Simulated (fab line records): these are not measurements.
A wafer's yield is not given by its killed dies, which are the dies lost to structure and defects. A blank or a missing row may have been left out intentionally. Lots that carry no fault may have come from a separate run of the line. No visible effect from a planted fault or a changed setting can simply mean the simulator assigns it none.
fab line records | flow nandHarc
record lots=12 | wafers=36 | lastDay=33
route steps=1302 shown A_CHANNEL_FILL_D1@494 A_DECK1_JOINT@530 A_ONON_D2@556 A_CHANNEL_HOLE_D2@570
lots untouched by any fault: they come from a run of this same line in which no faults occurred
startH: the number of hours between the record's first day and the start of the first shown wafer of the lot | waitH: hours since the lot's step before | " the same as in the row above | L1.1+2: several wafers, shown together as one row | - either no value or no given start | * or withheld: withheld | < > ~ a bound
route shown NAME@n: names a module that has steps shown in the file, with the first one's number in the route | usual: the fault-free wafers' mean and standard deviation | same: alike in all rows | chamber/n: place in a boat | sites: each site's reading | _std_site: how widely they spread, as a standard deviation | _edge_site: outer sites' mean less inner sites' | radiusMm: how far each site lies from the wafer's centre | mask NAME#n: copy n | behind: the tool/chamber that last shaped the wafer | hold: why the lot was held/for how many hours/how that ended | device: names the non-switching transistor (n, p or np) | end of line: the route-end tests of the same wafers | step lacking rows: just its recipe | killed: count of dies lost to structure and defects at first sort (not the wafer's yield) | map: dies across one wafer; x = killed, . = not, _ = none there
set.NAME: the setting that was run; set.NAME@STEP: the one run at that earlier step | model.NAME: the simulator's own value behind a step, which no gauge read
a sample of lots followed through the steps of the route, with each step as a table and each wafer as a row
services: when a tool's chamber went out of use (startH, in hours from the record's first day, below 0 if earlier), for how many hours, and the reason
## steps
# step NHARC_A_CHANNEL_FILL_D1_ALD_14
# recipe targetThkA=25 | pulseTimeS=10 | aldCycles=25 | tempC=300 | material=SiO2
# usual heaterPowerOuterW=262/32 | heaterPowerW=472/48 | precursorPulseHeightRel=1.000/0.018
lot.wafer | tool     | chamber | startH | waitH | heaterPowerOuterW | heaterPowerW | precursorPulseHeightRel | sinceWetCleanH
L783.3    | aldHk-03 | 2       | 195.18 | 0.0   | 332               | 575          | 1.015                   | 151
L783.1    | "        | 3       | "      | "     | 257               | 450          | 0.998                   | 151
L783.4    | "        | 0       | "      | "     | 234               | 429          | 1.013                   | 151
L785.2    | aldHk-04 | 3       | 222.66 | 0.3   | 298               | 521          | 1.022                   | 136
L785.3    | "        | 0       | "      | "     | 241               | 430          | 1.025                   | 136
L785.1    | "        | 2       | "      | "     | 267               | 497          | 1.029                   | 136
L789.1    | aldHk-01 | 3       | 255.71 | 0.0   | 310               | 547          | 0.987                   | 128
L789.3    | "        | 1       | "      | "     | 228               | 448          | 1.001                   | 128
L789.6    | "        | 0       | "      | "     | 239               | 440          | 0.991                   | -
L790.1    | aldHk-03 | 2       | 262.34 | 0.1   | 332               | 592          | 0.974                   | 40
L790.3    | "        | 3       | "      | "     | 243               | 432          | 0.998                   | 40
L790.5    | "        | 2       | "      | "     | 339               | 589          | 0.983                   | -
L792.2    | aldHk-01 | 0       | 282.75 | 0.3   | 243               | 433          | 0.982                   | 155
L792.4    | "        | 2       | "      | "     | 269               | 498          | 1.023                   | 155
L792.5    | "        | 0       | "      | "     | 239               | 427          | 0.975                   | -
L798.2    | aldHk-04 | 3       | 344.66 | 0.1   | 298               | 538          | 1.021                   | 80
L798.6    | "        | 1       | "      | "     | 226               | 404          | 0.982                   | -
L798.5    | "        | 2       | "      | "     | 256               | 473          | 0.977                   | -
L796.3    | aldHk-01 | 2       | 352.71 | 0.0   | 259               | 462          | 1.003                   | 47
L796.1    | "        | 3       | "      | "     | 304               | 516          | 0.985                   | 47
L796.2    | "        | 1       | "      | "     | 231               | 438          | 1.006                   | 47
L800.2    | aldHk-01 | 0       | 364.45 | 1.6   | 235               | 429          | 0.997                   | 58
L800.5    | "        | 0       | "      | "     | 237               | 433          | 1.022                   | -
L800.6    | "        | 1       | "      | "     | 227               | 439          | 0.989                   | -
L802.2    | aldHk-01 | 3       | 407.61 | 0.0   | 297               | 498          | 1.027                   | 101
L802.3    | "        | 1       | "      | "     | 230               | 434          | 1.026                   | 102
L802.1    | "        | 2       | "      | "     | 259               | 474          | 1.002                   | 102
L805.4    | aldHk-03 | 1       | 415.07 | 0.1   | 276               | 507          | 0.959                   | 15
L805.2    | "        | 2       | "      | "     | 337               | 578          | 1.013                   | 15
L805.5    | "        | 0       | "      | "     | 240               | 456          | 0.982                   | -
L804.2    | aldHk-01 | 3       | 415.08 | 0.1   | 299               | 519          | 1.005                   | 109
L804.4    | "        | 0       | "      | "     | 237               | 436          | 0.976                   | 109
L804.5    | "        | 3       | "      | "     | 307               | 520          | 0.991                   | -
L806.1    | aldHk-03 | 2       | 424.55 | 0.0   | 332               | 567          | 0.996                   | 25
L806.5    | "        | 2       | "      | "     | 333               | 568          | 1.020                   | -
L806.6    | "        | 3       | "      | "     | 248               | 451          | 0.990                   | -
# step NHARC_A_DECK1_JOINT_ETCHBACK_00
# recipe targetDepthA=300 | timeS=17.4 | hbrFlowSccm=150 | rfW=350 | icpW=350 | biasW=60 | chemistry=HBr
# usual drypumpMotorCurrentA=5.7/0.52 | oesProductAu=0.997/0.0078 | throttleValvePct=23.266/0.0092
lot.wafer | tool     | chamber | startH | waitH | drypumpMotorCurrentA | oesProductAu | rfHoursCounterH | throttleValvePct
L783.1    | rieSi-04 | 0       | 247.05 | 0.1   | 5.9                  | 0.986        | 0.48            | 23.273
L783.4    | "        | 2       | "      | "     | 5.0                  | 1.003        | 0.51            | 23.240
L783.3    | "        | 3       | "      | "     | 5.7                  | 0.996        | 0.46            | 23.266
L785.1    | rieSi-01 | 3       | 271.59 | 0.1   | 5.1                  | 0.990        | 0.29            | 23.260
L785.2    | "        | 0       | "      | "     | 6.2                  | 0.998        | 0.45            | 23.256
L785.3    | "        | 2       | "      | "     | 6.5                  | 1.002        | 0.45            | 23.258
L789.3    | rieSi-06 | 0       | 307.02 | 0.1   | 4.8                  | 0.993        | 0.25            | 23.264
L789.1    | "        | 1       | "      | "     | 6.1                  | 0.996        | 0.24            | 23.257
L789.6    | "        | 0       | "      | "     | 4.8                  | 0.986        | -               | 23.257
L790.1    | rieSi-06 | 2       | 314.52 | 0.1   | 5.5                  | 0.986        | 0.32            | 23.277
L790.3    | "        | 1       | "      | "     | 6.1                  | 0.999        | 0.31            | 23.262
L790.5    | "        | 2       | "      | "     | 5.4                  | 0.994        | -               | 23.272
L792.4    | rieSi-01 | 1       | 334.04 | 0.1   | 5.8                  | 0.985        | 0.75            | 23.277
L792.2    | "        | 0       | "      | "     | 6.2                  | 0.992        | 0.78            | 23.274
L792.5    | "        | 2       | "      | "     | 6.5                  | 0.996        | -               | 23.258
L798.2    | rieSi-04 | 3       | 396.32 | 0.1   | 5.7                  | 1.003        | 0.26            | 23.274
L798.5    | "        | 2       | "      | "     | 5.0                  | 1.004        | -               | 23.249
L798.6    | "        | 3       | "      | "     | 5.7                  | 1.009        | -               | 23.286
L796.1    | rieSi-06 | 1       | 406.33 | 0.1   | 6.1                  | 1.005        | 0.95            | 23.266
L796.3    | "        | 3       | "      | "     | 6.1                  | 1.001        | 0.99            | 23.248
L796.2    | "        | 0       | "      | "     | 4.8                  | 0.998        | 0.91            | 23.262
L800.2    | rieSi-01 | 2       | 418.06 | 0.1   | 6.5                  | 0.990        | 0.41            | 23.276
L800.5    | "        | 1       | "      | "     | 5.8                  | 1.008        | -               | 23.260
L800.6    | "        | 2       | "      | "     | 6.5                  | 0.985        | -               | 23.268
L802.1    | rieSi-01 | 0       | 459.74 | 0.1   | 6.2                  | 0.992        | 0.43            | 23.279
L802.3    | "        | 1       | "      | "     | 5.8                  | 0.997        | 0.60            | 23.276
L802.2    | "        | 2       | "      | "     | 6.5                  | 0.986        | 0.71            | 23.265
L805.4    | rieSi-06 | 2       | 467.38 | 0.1   | 5.5                  | 0.997        | 0.22            | 23.268
L805.2    | "        | 0       | "      | "     | 4.8                  | 0.998        | 0.14            | 23.269
L805.5    | "        | 1       | "      | "     | 6.1                  | 1.004        | -               | 23.257
L804.2    | rieSi-01 | 1       | 467.39 | 0.1   | 5.8                  | 0.995        | 0.72            | 23.256
L804.4    | "        | 2       | "      | "     | 6.5                  | 0.994        | 0.82            | 23.262
L804.5    | "        | 3       | "      | "     | 5.1                  | 0.988        | -               | 23.257
L806.1    | rieSi-06 | 2       | 481.40 | 0.1   | 5.5                  | 0.997        | 0.26            | 23.272
L806.6    | "        | 2       | "      | "     | 5.5                  | 0.993        | -               | 23.264
L806.5    | "        | 3       | "      | "     | 6.1                  | 1.012        | -               | 23.274
# step NHARC_A_ONON_D2_DEP_16
# recipe targetThkA=10000 | n2FlowSccm=2750 | n2oFlowSccm=2000 | nh3FlowSccm=500 | sih4FlowSccm=210 | tempC=400
lot.wafer  | tool         | chamber | startH | waitH
L783.1+3+4 | pecvdOnon-01 | 0       | 282.66 | 0.4
L785.1+2+3 | pecvdOnon-04 | 0       | 308.09 | 0.4
L789.1+3+6 | pecvdOnon-03 | 0       | 338.84 | 0.4
L790.1+3+5 | pecvdOnon-04 | 0       | 345.83 | 0.4
L792.2+4+5 | pecvdOnon-04 | 0       | 373.48 | 0.4
L798.2+5+6 | pecvdOnon-04 | 0       | 433.51 | 0.4
L796.1+2+3 | pecvdOnon-04 | 0       | 444.06 | 0.4
L800.2+5+6 | pecvdOnon-04 | 0       | 456.08 | 0.4
L802.1+2+3 | pecvdOnon-01 | 0       | 497.33 | 0.4
L805.2+4+5 | pecvdOnon-01 | 0       | 502.57 | 0.4
L804.2+4+5 | pecvdOnon-03 | 0       | 502.57 | 0.4
L806.1+5+6 | pecvdOnon-04 | 0       | 516.40 | 0.4
# step NHARC_A_ONON_D2_THK_MEAS_18
# recipe thkMeasGauge=ellipsometry
# usual thkNm=1000/8.4
lot.wafer | tool         | chamber | startH | waitH | thkNm
L783.1    | filmMetro-01 | -       | 283.17 | -     | 993
L783.3    | "            | -       | "      | "     | 992
L783.4    | "            | -       | "      | "     | 993
L785.1    | filmMetro-02 | -       | 308.60 | -     | 1021
L785.2    | "            | -       | "      | "     | 1023
L785.3    | "            | -       | "      | "     | 1023
L789.1    | filmMetro-02 | -       | 339.35 | -     | 1001
L789.3    | "            | -       | "      | "     | 1002
L789.6    | "            | -       | "      | "     | 999
L790.1    | filmMetro-01 | -       | 346.35 | -     | 864
L790.3    | "            | -       | "      | "     | 868
L790.5    | "            | -       | "      | "     | 994
L792.2    | filmMetro-02 | -       | 373.93 | -     | 861
L792.4    | "            | -       | "      | "     | 991
L792.5    | "            | -       | "      | "     | 992
L798.2    | filmMetro-01 | -       | 433.97 | -     | 1004
L798.5    | "            | -       | "      | "     | 1002
L798.6    | "            | -       | "      | "     | 1004
L796.1    | filmMetro-01 | -       | 444.56 | -     | 995
L796.2    | "            | -       | "      | "     | 993
L796.3    | "            | -       | "      | "     | 994
L800.2    | filmMetro-01 | -       | 456.53 | -     | 988
L800.5    | "            | -       | "      | "     | 988
L800.6    | "            | -       | "      | "     | 987
L802.1    | filmMetro-01 | -       | 497.85 | -     | 990
L802.2    | "            | -       | "      | "     | 990
L802.3    | "            | -       | "      | "     | 990
L805.2    | filmMetro-01 | -       | 503.02 | -     | 1012
L805.4    | "            | -       | "      | "     | 1011
L805.5    | "            | -       | "      | "     | 1011
L804.2    | filmMetro-02 | -       | 503.02 | -     | 1001
L804.4    | "            | -       | "      | "     | 1001
L804.5    | "            | -       | "      | "     | 1000
L806.1    | filmMetro-02 | -       | 516.91 | -     | 989
L806.5    | "            | -       | "      | "     | 991
L806.6    | "            | -       | "      | "     | 992
# step NHARC_A_CHANNEL_HOLE_D2_DEP_00
# recipe targetThkA=31000 | tempC=400 | material=aC
# usual throttleValvePct=34.999/0.0092
lot.wafer | tool      | chamber | startH | waitH | throttleValvePct
L783.1    | aclDep-02 | 0       | 289.63 | 3.7   | 34.997
L783.3    | "         | 0       | "      | "     | 35.004
L783.4    | "         | 0       | "      | "     | 35.001
L785.1    | aclDep-01 | 0       | 313.35 | 1.8   | 35.003
L785.2    | "         | 0       | "      | "     | 34.995
L785.3    | "         | 0       | "      | "     | 34.993
L789.1    | aclDep-02 | 0       | 343.01 | 0.8   | 35.019
L789.3    | "         | 0       | "      | "     | 34.989
L789.6    | "         | 0       | "      | "     | 35.007
L790.1    | aclDep-03 | 0       | 352.41 | 3.2   | 34.989
L790.3    | "         | 0       | "      | "     | 34.997
L790.5    | "         | 0       | "      | "     | 34.999
L792.2    | aclDep-02 | 0       | 379.98 | 3.3   | 35.009
L792.4    | "         | 0       | "      | "     | 34.991
L792.5    | "         | 0       | "      | "     | 34.987
L798.2    | aclDep-01 | 0       | 437.18 | 0.4   | 34.999
L798.5    | "         | 0       | "      | "     | 34.983
L798.6    | "         | 0       | "      | "     | 35.001
L796.1    | aclDep-03 | 0       | 447.45 | 0.1   | 34.993
L796.2    | "         | 0       | "      | "     | 35.011
L796.3    | "         | 0       | "      | "     | 34.992
L800.2    | aclDep-03 | 0       | 459.71 | 0.4   | 35.005
L800.5    | "         | 0       | "      | "     | 35.006
L800.6    | "         | 0       | "      | "     | 34.990
L802.1    | aclDep-02 | 0       | 500.83 | 0.1   | 34.988
L802.2    | "         | 0       | "      | "     | 34.987
L802.3    | "         | 0       | "      | "     | 35.004
L805.2    | aclDep-02 | 0       | 507.28 | 1.3   | 35.006
L805.4    | "         | 0       | "      | "     | 35.009
L805.5    | "         | 0       | "      | "     | 35.002
L804.2    | aclDep-01 | 0       | 508.31 | 2.3   | 35.013
L804.4    | "         | 0       | "      | "     | 35.011
L804.5    | "         | 0       | "      | "     | 35.004
L806.1    | aclDep-03 | 0       | 519.79 | 0.1   | 35.002
L806.5    | "         | 0       | 521.05 | 1.3   | 34.999
L806.6    | "         | 0       | "      | "     | 35.004
## services
tool         | chamber | startH | hours | kind
rieSi-01     | -       | 193.00 | 9.0   | pm
pecvdOnon-04 | -       | 203.98 | 8.6   | repair
aldHk-01     | -       | 206.29 | 0.2   | repair
aldHk-03     | -       | 212.00 | 10.0  | pm
rieSi-01     | 0       | 215.30 | 7.6   | repair
rieSi-01     | 3       | 248.16 | 14.9  | repair
rieSi-06     | 2       | 248.68 | 1.7   | repair
aclDep-02    | -       | 249.60 | 13.0  | pm
rieSi-06     | -       | 259.05 | 9.0   | pm
aclDep-03    | -       | 269.77 | 10.0  | repair
aldHk-01     | -       | 296.22 | 10.0  | pm
aclDep-03    | -       | 302.41 | 13.0  | pm
pecvdOnon-04 | -       | 311.00 | 13.0  | pm
rieSi-06     | -       | 316.66 | 1.0   | repair
rieSi-01     | -       | 324.12 | 0.2   | repair
rieSi-01     | -       | 370.00 | 9.0   | pm
rieSi-01     | 0       | 395.05 | 3.1   | repair
aclDep-02    | -       | 431.42 | 13.0  | pm
rieSi-01     | 1       | 432.04 | 0.9   | repair
rieSi-06     | -       | 436.05 | 9.0   | pm
aldHk-01     | -       | 457.24 | 9.0   | repair
aldHk-01     | -       | 470.77 | 0.2   | repair
pecvdOnon-04 | -       | 492.00 | 13.0  | pm
aldHk-01     | -       | 494.18 | 10.0  | pm
## key
firstSign step=NHARC_A_ONON_D2_THK_MEAS_18 | reading=thkNm | direction=down | sigmas=16 | usual=1000 | struck=864
effect none on later readings
metAt NHARC_A_ONON_D2_DEP_16
struckLots L790,L792
struckWafers L790.1,L790.3,L792.2
testerLeftOut L790,L792
notActingAt NHARC_A_CHANNEL_FILL_D1_ALD_14,NHARC_A_DECK1_JOINT_ETCHBACK_00,NHARC_A_CHANNEL_HOLE_D2_DEP_00
onsetBetween 308.09 345.83
fault kind=processParameterDrift | tool=pecvdOnon-04 | chamber=- | onsetH=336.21 | steps=NHARC_A_ONON_D2_DEP_16 | channel=targetThkA | offset=* | shape=step | endH=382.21 | scope=struckWafersOnly | actsIn=* | stated=*
# testerLeftOut: of these lots the tester's yield and bins aren't shown, on N5 and GAA mostly nor the transistor test; their killed dies are dies lost to structure and defects alone, not to doping, threshold or leakage, so they don't give the yield
